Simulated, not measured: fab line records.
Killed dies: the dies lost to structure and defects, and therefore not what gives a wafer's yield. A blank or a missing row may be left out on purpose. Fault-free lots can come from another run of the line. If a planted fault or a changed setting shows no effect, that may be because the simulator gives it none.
Which tool was responsible? ; flow n5_finfet ; Sampling: 8 lots, 24 wafers, 9 of 1938 route steps

WHAT THE GAUGES READ, wafer by wafer
N5_DUMMY_GATE_CD_MEAS_15: the cd target is 25.8 nm.
lot;measured;on;cd_nm (nm)
L451;day 3 18:14;cd_sem-02;25.19 24.55 25.25
L452;day 3 22:21;cd_sem-01;25.07 25.24 24.70
L455;day 4 16:52;cd_sem-02;25.30 25.47 25.09
L457;day 5 05:16;cd_sem-01;25.13 25.05 25.14
L458;day 5 13:03;cd_sem-02;25.27 24.94 25.01
L461;day 6 05:45;cd_sem-02;24.88 24.70 24.86
L463;day 6 15:51;cd_sem-01;25.06 25.16 24.84
L471;day 8 16:46;cd_sem-02;25.08 24.79 25.21

N5_DUMMY_GATE_INSPECT_17: inspects for defects (brightfield).
lot;measured;on;raw_defect_count
L451;day 3 18:19;defect_inspect-01;354 229 237
L452;day 3 22:27;defect_inspect-02;201 210 287
L455;day 4 16:58;defect_inspect-01;221 175 193
L457;day 5 05:22;defect_inspect-01;255 216 345
L458;day 5 13:08;defect_inspect-02;186 180 197
L461;day 6 05:51;defect_inspect-02;150 202 192
L463;day 6 15:57;defect_inspect-01;205 702 751
L471;day 8 16:51;defect_inspect-02;205 219 273

N5_DUMMY_GATE_INSPECT_27: inspects for defects (brightfield).
lot;measured;on;raw_defect_count
L451;day 3 19:31;defect_inspect-02;558 352 346
L452;day 3 23:53;defect_inspect-02;328 311 450
L455;day 4 18:08;defect_inspect-02;316 257 306
L457;day 5 06:37;defect_inspect-01;393 317 542
L458;day 5 14:49;defect_inspect-01;260 284 317
L461;day 6 07:10;defect_inspect-01;257 324 336
L463;day 6 17:35;defect_inspect-02;320 756 893
L471;day 8 18:02;defect_inspect-01;255 300 410

N5_SPACER0_INSPECT_04: inspects for defects (darkfield).
lot;measured;on;raw_defect_count
L451;day 3 20:40;defect_inspect-01;230 139 151
L452;day 4 00:29;defect_inspect-01;126 129 216
L455;day 4 19:08;defect_inspect-01;150 138 114
L457;day 5 07:32;defect_inspect-02;187 144 231
L458;day 5 15:28;defect_inspect-01;136 127 154
L461;day 6 07:54;defect_inspect-02;98 148 154
L463;day 6 18:18;defect_inspect-02;126 655 717
L471;day 8 18:38;defect_inspect-01;148 128 145

N5_SD_EPI_N_INSPECT_11: inspects for defects (macro).
lot;measured;on;raw_defect_count
L451;day 3 21:07;defect_inspect-01;1 3 2
L452;day 4 00:57;defect_inspect-02;3 4 2
L455;day 4 19:36;defect_inspect-02;3 2 0
L457;day 5 07:52;defect_inspect-02;1 5 2
L458;day 5 15:56;defect_inspect-02;2 3 2
L461;day 6 08:21;defect_inspect-02;2 5 1
L463;day 6 18:46;defect_inspect-01;5 >300 >300
L471;day 8 18:58;defect_inspect-02;2 3 2

N5_BEOL_M4_RC_MEAS_101.
lot;measured;on;DIBL_N (mV/V);DIBL_P (mV/V);IOFF_N (nA/um);IOFF_P (nA/um);ION_N (uA/um);ION_P (uA/um);SS_N (mV/dec);SS_P (mV/dec);VT_N (mV);VT_P (mV)
L451;day 9 05:14;prober-02;35.8 37.4 35.5;35.0 36.8 34.3;0.13 0.16 0.13;0.18 0.22 0.18;661 669 669;453 462 459;71.1 72.1 71.0;72.7 73.6 73.0;251 252 252;-252 -250 -251
L452;day 9 12:59;prober-01;37.3 36.3 36.6;37.0 33.6 35.0;0.16 0.15 0.14;0.24 0.19 0.21;672 658 661;469 450 461;71.5 72.1 72.0;73.0 73.0 73.7;253 252 251;-246 -252 -251
L455;day 9 11:01;prober-02;35.9 33.1 36.3;36.7 32.7 36.9;0.16 0.11 0.17;0.22 0.16 0.22;684 657 678;462 456 460;70.7 70.2 71.2;73.4 71.7 73.2;248 252 247;-252 -254 -248
L457;day 10 04:37;prober-02;37.3 40.0 34.2;35.6 39.7 33.6;0.15 0.20 0.11;0.20 0.27 0.18;661 683 652;455 464 455;72.2 73.4 71.5;73.8 73.9 72.0;252 248 255;-250 -249 -252
L458;day 10 09:46;prober-01;35.1 33.3 36.9;35.3 33.8 37.2;0.13 0.11 0.16;0.17 0.15 0.20;665 658 675;456 457 459;70.7 70.6 72.0;72.8 73.1 73.7;253 255 251;-254 -257 -251
L461;day 11 05:10;prober-01;36.8 35.0 34.6;38.0 35.3 36.1;0.17 0.14 0.14;0.24 0.20 0.21;676 655 679;465 459 470;71.6 71.8 71.0;73.1 73.2 73.0;249 253 249;-245 -247 -246
L463;day 11 16:10;prober-01;38.7 38.1 36.4;40.9 38.9 37.9;0.24 0.21 0.17;0.30 0.25 0.22;691 670 684;472 463 469;72.6 72.7 71.6;73.3 72.8 74.0;244 247 251;-245 -244 -247
L471;day 14 01:53;prober-02;34.6 36.8 36.9;33.6 35.7 35.7;0.13 0.17 0.16;0.20 0.23 0.23;674 690 682;473 475 473;70.6 71.4 71.3;72.7 73.0 72.5;250 249 253;-251 -247 -247

TOOL THAT RAN EACH LOT (tool first, then ch and the chambers of the sampled wafers, then the start)
lot;N5_DUMMY_GATE_PECVD_30;N5_DUMMY_GATE_ETCH_36;N5_DUMMY_GATE_ETCH_23
L451;pecvd-04 ch 0,1,2, day 3 17:47;rie_diel-03 ch 0,1,2, day 3 18:28;rie_si-01 ch 2,3, day 3 19:04
L452;pecvd-02 ch 0,2, day 3 21:53;rie_diel-03 ch 2,3, day 3 22:35;rie_si-02 ch 0,3, day 3 23:26
L455;pecvd-04 ch 0,2, day 4 16:32;rie_diel-01 ch 0,2,3, day 4 17:05;rie_si-02 ch 0,1,2, day 4 17:41
L457;pecvd-03 ch 0,1,2, day 5 04:49;rie_diel-02 ch 0,1, day 5 05:32;rie_si-04 ch 0,1,3, day 5 06:08
L458;pecvd-02 ch 0,1,2, day 5 12:43;rie_diel-02 ch 0,1,3, day 5 13:26;rie_si-02 ch 0,1, day 5 14:19
L461;pecvd-03 ch 0,1,2, day 6 05:26;rie_diel-03 ch 0,1, day 6 06:05;rie_si-02 ch 1,2, day 6 06:41
L463;pecvd-02 ch 1,2, day 6 15:32;rie_diel-03 ch 0,1,2, day 6 16:05;rie_si-04 ch 0,1,3, day 6 16:58
L471;pecvd-04 ch 0,1, day 8 16:26;rie_diel-01 ch 0,2,3, day 8 16:59;rie_si-04 ch 2,3, day 8 17:35
- N5_DUMMY_GATE_PECVD_30: deposits SiO2 from TEOS/O2, target thk 55 nm, time 10.8 s.
- N5_DUMMY_GATE_ETCH_36: etches SiARC in CF4, target depth 13 nm.
- N5_DUMMY_GATE_ETCH_23: etches poly-Si in HBr/Cl2/O2, target depth 41 nm, time 22.3 s.

WHAT THE TOOLS THEMSELVES READ (means of the sampled wafers that have a number; where no wafer has one, the mark that the record gives instead)
N5_DUMMY_GATE_ETCH_36.
lot;tool;drypump_motor_current_A (A);oes_product_au (a.u.);rf_fwd_power_W (W);rf_vpp_V (V);showerhead_plenum_p_Torr (Torr);throttle_valve_pct (%)
L451;rie_diel-03;5.7;0.77;536.0;183.8;2.18;15.69
L452;rie_diel-03;6.2;0.78;535.6;184.6;2.24;15.46
L455;rie_diel-01;5.4;0.73;539.7;183.4;2.13;15.79
L457;rie_diel-02;5.2;0.75;539.2;184.0;2.11;15.63
L458;rie_diel-02;5.3;0.79;539.2;183.6;2.15;15.54
L461;rie_diel-03;5.2;0.75;537.2;184.5;2.15;15.86
L463;rie_diel-03;5.6;0.74;535.9;184.9;2.18;15.74
L471;rie_diel-01;5.4;0.81;539.9;185.1;2.21;15.67

N5_DUMMY_GATE_ETCH_23.
lot;tool;drypump_motor_current_A (A);he_backside_leak_sccm (sccm);oes_product_au (a.u.);rf_fwd_power_W (W);throttle_valve_pct (%)
L451;rie_si-01;5.1;2.88;1.015;793.5;36.9
L452;rie_si-02;5.5;2.79;0.985;795.3;37.2
L455;rie_si-02;5.9;2.75;1.003;796.5;37.0
L457;rie_si-04;5.9;2.68;1.026;792.9;37.1
L458;rie_si-02;5.7;3.00;0.992;793.9;37.0
L461;rie_si-02;6.1;2.70;1.017;792.4;36.8
L463;rie_si-04;5.9;2.58;1.009;794.5;37.1
L471;rie_si-04;5.7;2.70;0.987;797.2;36.8

THE ANSWER, worked out from the rows above alone
Rule: usual is defined by the lots themselves. Put in order of their means at a reading, lots are off if they are a third of the lots or fewer, leave a main group of 4 or more, and stand apart from it by a gap of 3 or more times the standard deviation of the main group's means; of several such gaps the widest counts. The tables above print the reading to a certain number of digits; a main group whose means all agree to those digits is not used. Also off: a lot with no number at a reading for which 4 or more lots have one. The other lots that the step has rows for count as sound. After the gauges, taken in route order, come the tools' own readings; for these a lot's mean is taken, as printed above. The first step at which some lot is off is used, and at that step the reading that is off furthest; a lot without a number counts as furthest.
Off at N5_DUMMY_GATE_INSPECT_17 (raw_defect_count): L463. The main group: mean 225, standard deviation 35.
If a tool, at a process step before that reading, ran all the lots that are off and no sound lot after the first of them, it fits. The gauges at N5_DUMMY_GATE_INSPECT_17 aren't tried: what is off there is off at N5_DUMMY_GATE_INSPECT_27 too, on other tools, and a gauge's error can't cause that. One fits: pecvd-02 at N5_DUMMY_GATE_PECVD_30. Its last sound lot is L458 (day 5 12:43), its first lot that is off L463 (day 6 15:32): a fault that began between those two fits.

WHAT THE SIMULATOR HAD PUT IN
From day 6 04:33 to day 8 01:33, pecvd-02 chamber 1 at N5_DUMMY_GATE_PECVD_30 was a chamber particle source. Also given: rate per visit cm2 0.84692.
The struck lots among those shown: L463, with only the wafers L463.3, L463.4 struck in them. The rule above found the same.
